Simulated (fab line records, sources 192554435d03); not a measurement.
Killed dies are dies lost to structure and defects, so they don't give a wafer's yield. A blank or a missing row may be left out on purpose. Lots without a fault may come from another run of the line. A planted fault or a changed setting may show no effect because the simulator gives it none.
A struck lot beside a sound one | flow n5_finfet | 15 steps out of a route of 1938
Sound: wafers L930.3, L930.5, L930.6. Struck: wafers L945.2, L945.3, L945.4. The cause comes at the end.
At each step with rows: each side's tool, then ch and its chambers, then its first start. Under that, the readings that differ: sound wafers | struck wafers | difference of the means | sigmas: that difference in standard deviations of wafers without a fault.
alike: readings whose means differ by less than 2 such deviations, and words and numbers that are the same on both sides. not compared: withheld readings, readings that some wafer has no value for, bounds like >300 that may hide the same value, and numbers for which the record gives no deviation and whose values overlap.
The two part at a step that has a row with sigmas, a row that says differs or no value, or rows on one side only. Numbers that don't overlap but have no deviation are shown without sigmas and don't part them. A reading that every wafer of one side lacks parts them only if that side has two wafers or more.

first, 7 steps without rows for these wafers: N5_BEOL_M0_SAQP_COAT_87 (time 60 s, resist thk 5 nm); N5_BEOL_M0_SAQP_COAT_34 (resist thk 30 nm); N5_BEOL_M0_SAQP_EBR_36; N5_BEOL_M0_SAQP_SOFTBAKE_35 (time 60 s); N5_BEOL_M0_SAQP_EXPOSE_37 (exposes mask M0 CUT1, target cd 30 nm); N5_BEOL_M0_SAQP_PEB_38 (peb time 60 s); N5_BEOL_M0_SAQP_DEVELOP_39 (develop time 30 s).
N5_BEOL_M0_SAQP_CD_MEAS_40: target cd 30 nm.
  sound on cd_sem-02 ch 0, day 6 05:53; struck on cd_sem-03 ch 0, day 9 20:03
  alike: cd_nm
N5_BEOL_M0_SAQP_OVL_MEAS_41:
  sound on overlay-01 ch 0, day 6 05:55; struck on overlay-01 ch 0, day 9 20:05
  alike: M0_CUT1_OVL
N5_BEOL_M0_SAQP_INSPECT_42: inspects for defects (brightfield).
  sound on defect_inspect-02, day 6 05:58; struck on defect_inspect-01, day 9 20:08
  alike: raw_defect_count
N5_BEOL_M0_SAQP_DESCUM_45: chemistry O2, time 7 s.
  sound on rie_diel-05 ch 0,1,2, day 6 06:00; struck on rie_diel-02 ch 0,1,3, day 9 20:10
  alike: drypump_motor_current_A, oes_product_au, rf_vpp_V, showerhead_plenum_p_Torr, throttle_valve_pct
  not compared: rf_hours_counter_h
N5_BEOL_M0_SAQP_ETCH_88: etches underlayer in N2/H2, target depth 6.5 nm, time 5.2 s.
  sound on rie_diel-05 ch 0,1,2, day 6 06:02; struck on rie_diel-02 ch 0,1,3, day 9 20:12
  alike: drypump_motor_current_A, etch_rf_on_time_s, oes_product_au, rf_vpp_V, showerhead_plenum_p_Torr, throttle_valve_pct
  not compared: rf_hours_counter_h
N5_BEOL_M0_SAQP_ETCH_73: etches SiARC in CF4, target depth 19.5 nm, time 32.5 s.
  sound on rie_diel-05 ch 0,1,2, day 6 06:04; struck on rie_diel-02 ch 0,1,3, day 9 20:13
  reading               | sound          | struck         | difference | sigmas
  etch_rf_on_time_s (s) | 32.6 32.3 32.7 | 19.4 19.0 19.5 | -13.2      | -29
  oes_product_au (a.u.) | 0.60 0.60 0.63 | 0.86 1.02 1.05 | +0.37      | +5
  alike: drypump_motor_current_A, rf_vpp_V, showerhead_plenum_p_Torr, throttle_valve_pct
  not compared: rf_hours_counter_h
N5_BEOL_M0_SAQP_CUT_ETCH_46: etches SOC in N2/H2, target depth 135 nm, overetch 27 nm, time 202.5 s.
  sound on rie_diel-05 ch 0,1,2, day 6 06:05; struck on rie_diel-02 ch 0,1,3, day 9 20:15
  alike: drypump_motor_current_A, rf_vpp_V, showerhead_plenum_p_Torr, throttle_valve_pct
  not compared: rf_hours_counter_h
-- the record jumps here: 2 days lie between the struck wafers' starts before and after (it left off in module BEOL_M0_SAQP and takes up again in module BEOL_M4, whose first step shown is number 1111 of the route) --
N5_BEOL_M4_RC_MEAS_101:
  sound on prober-01 ch 0, day 8 11:04; struck on prober-01 ch 0, day 12 04:49
  reading        | sound             | struck            | difference | sigmas
  DIBL_N (mV/V)  | 35.9 34.2 35.9    | 39.5 39.6 39.0    | +4.0       | +3
  IOFF_N (nA/um) | 0.143 0.128 0.141 | 0.203 0.206 0.194 | +0.064     | +3
  SS_N (mV/dec)  | 70.9 70.9 71.8    | 72.3 72.4 72.1    | +1.1       | +2
  alike: DIBL_P, IOFF_P, ION_N, ION_P, SS_P, VT_N, VT_P

WHERE THEY PART
First at N5_BEOL_M0_SAQP_ETCH_73; last, within this record, at N5_BEOL_M4_RC_MEAS_101.

WHY: what the simulator had put in
Process parameter drift: rie_diel-02, from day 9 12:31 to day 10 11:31, at N5_BEOL_M0_SAQP_ETCH_73. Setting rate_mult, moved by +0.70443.
